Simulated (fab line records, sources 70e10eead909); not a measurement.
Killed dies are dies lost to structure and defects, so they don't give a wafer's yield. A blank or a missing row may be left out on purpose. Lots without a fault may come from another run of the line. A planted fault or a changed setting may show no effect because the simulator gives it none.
Chamber matching | flow nand_harc | NHARC_A_CHANNEL_HOLE_D2_ETCH_39 on rie_diel-06: 4 sister chambers
The step etches the open film in N2/H2, target depth 260 nm, time 325 s. 14 wafers are shown with their chamber, then 7 later ones without.

WAFERS WITH THEIR CHAMBER
wafer  | chamber | drypump_motor_current_A (A) | rf_vpp_V (V) | oes_product_au (a.u.)
L682.2 | 0       | 5.3                         | 430.9        | 1.002
L682.3 | 3       | 5.5                         | 432.3        | 0.994
L682.4 | 2       | 5.4                         | 428.5        | 1.010
L683.3 | 0       | 5.3                         | 430.7        | 0.999
L683.5 | 0       | 5.3                         | 430.2        | 1.000
L683.6 | 3       | 5.5                         | 432.2        | 0.987
L685.3 | 1       | 5.1                         | 433.7        | 0.998
L685.4 | 2       | 5.4                         | 428.5        | 1.001
L685.6 | 1       | 5.0                         | 434.0        | 0.994
L687.1 | 0       | 5.3                         | 430.0        | 1.006
L687.4 | 2       | 5.4                         | 429.2        | 0.995
L687.5 | 3       | 5.4                         | 435.0        | 0.994
L688.1 | 1       | 5.0                         | 432.4        | 0.993
L688.3 | 2       | 5.4                         | 430.1        | 1.009

SIGNATURES (means of the wafers above)
reading                 | chamber 0 | chamber 1 | chamber 2 | chamber 3 | scatter within a chamber
drypump_motor_current_A | 5.300     | 5.033     | 5.400     | 5.467     | 0.0365
rf_vpp_V                | 430.450   | 433.367   | 429.075   | 433.167   | 0.935
oes_product_au          | 1.00175   | 0.99500   | 1.00375   | 0.99167   | 0.00476
Rule: a wafer's distance from a chamber is the root of the sum, over the readings, of the square of ((its reading less the chamber's mean) divided by the reading's scatter). The wafer belongs to the nearest chamber; if the next one is less than 2 further off, it can't be placed. The scatter: the root of (the sum of the squares of (reading less its chamber's mean) over the shown wafers, divided by (wafers less chambers)).

WAFERS WITHOUT THEIR CHAMBER
wafer  | drypump_motor_current_A (A) | rf_vpp_V (V) | oes_product_au (a.u.)
L688.4 | 5.5                         | 434.1        | 0.998
L698.1 | 5.5                         | 433.8        | 1.003
L698.3 | 5.0                         | 432.6        | 1.000
L698.4 | 5.4                         | 429.6        | 0.987
L699.1 | 5.3                         | 429.7        | 1.003
L699.4 | 5.3                         | 430.1        | 0.989
L699.5 | 5.5                         | 434.1        | 0.982

WHICH CHAMBER EACH WENT THROUGH
wafer  | from the rows above          | in truth
L688.4 | 3                            | 3
L698.1 | 3                            | 3
L698.3 | 1                            | 1
L698.4 | can't be placed: 2 or 0 or 3 | 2
L699.1 | can't be placed: 0 or 2      | 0
L699.4 | can't be placed: 0 or 2      | 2
L699.5 | 3                            | 3
Placed correctly: 4 of 7. Can't be placed from these rows: 3 (the true chamber is among the candidates in 3). Placed wrongly: 0.
